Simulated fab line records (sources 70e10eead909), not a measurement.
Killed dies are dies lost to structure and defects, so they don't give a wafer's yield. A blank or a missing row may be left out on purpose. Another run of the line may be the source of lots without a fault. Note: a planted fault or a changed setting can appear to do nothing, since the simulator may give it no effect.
Struck lot and sound lot, side by side | flow nand harc | 14 out of 1159 route steps
Sound: these wafers, L941.2, L941.4, L941.6. Wafers struck: L947.1, L947.2, L947.6. At the end, the cause is stated.
Per side, at each step with rows, come the tool, then ch with its chambers, and then its first start. Under that, the readings that differ: sound wafers | struck wafers | difference of the means | sigmas: that difference in standard deviations of wafers without a fault.
alike: readings with means less than 2 such deviations apart, plus words and numbers identical on both sides. not compared: withheld readings, readings lacking a value on some wafer, bounds such as >300 that could conceal the same value, and numbers that have no deviation in the record and whose values overlap.
The two part at a step that has a row with sigmas, a row that says differs or no value, or rows on one side only. Numbers that don't overlap but have no deviation are shown without sigmas and don't part them. Lack of a reading on every wafer of one side parts them only where that side has two or more wafers.

NHARC_A_ONON_D1_THK_MEAS_30: measures by ellipsometry.
  sound on film metro-01 at day 9 08:25; struck on film metro-02 at day 11 12:02
  alike: thk nm
NHARC_A_ONON_D1_DEP_33: deposits SiO2, target thk 200 nm.
  sound on pecvd-01 ch 0,1, day 9 08:28; struck on pecvd-01 ch 0,1,2, day 11 12:06
  alike: heater power w, throttle valve pct
  not compared: since wet clean h
NHARC_A_ONON_D1_THK_MEAS_34: measures by ellipsometry.
  sound on film metro-02 at day 9 08:53; struck on film metro-01 at day 11 12:31
  alike: thk nm
NHARC_A_ONON_D1_INSPECT_32:
  sound on defect inspect-02 at day 9 08:56; struck on defect inspect-01 at day 11 12:35
  alike: raw defect count
NHARC_A_CHANNEL_HOLE_D1_DEP_00: deposits aC, target thk 3100 nm.
  sound on acl dep-01 ch 0, day 9 09:25; struck on acl dep-02 ch 0, day 11 12:40
  alike: throttle valve pct
NHARC_A_CHANNEL_HOLE_D1_DEP_01: deposits SiON, target thk 140 nm.
  sound on pecvd-02 ch 1,2, day 9 11:10; struck on pecvd-01 ch 0,2, day 11 14:37
  alike: heater power w
  not compared: since wet clean h
then, 5 steps without rows for these wafers: NHARC_A_CHANNEL_HOLE_D1_DEHYDRATE_02 (time 120 s); NHARC_A_CHANNEL_HOLE_D1_HMDS_03 (time 30 s); NHARC_A_CHANNEL_HOLE_D1_COAT_36 (time 75 s); NHARC_A_CHANNEL_HOLE_D1_COAT_37 (time 65 s); NHARC_A_CHANNEL_HOLE_D1_COAT_04 (resist thk 90 nm).
NHARC_A_CHANNEL_HOLE_D1_SOFTBAKE_05: time 55 s.
  sound on litho track-04 ch 0, day 9 11:00; struck on litho track-04 ch 0, day 11 14:00
  reading                  | sound                | struck               | difference | sigmas
  heater power total W (W) | 188.31 188.40 188.35 | 194.34 194.32 194.55 | +6.05      | +43
  plate temp C (C)         | 105.02 105.01 104.88 | 107.52 107.44 107.38 | +2.48      | +19
  alike: exhaust pa
then, 2 steps without rows for these wafers: NHARC_A_CHANNEL_HOLE_D1_EBR_06; NHARC_END_SORT_01.

== WHERE THEY PART ==
Within this record, at NHARC_A_CHANNEL_HOLE_D1_SOFTBAKE_05 only.

WHY: whatever the simulator had introduced
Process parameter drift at NHARC_A_CHANNEL_HOLE_D1_SOFTBAKE_05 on litho track-04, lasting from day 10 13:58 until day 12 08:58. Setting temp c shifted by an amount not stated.
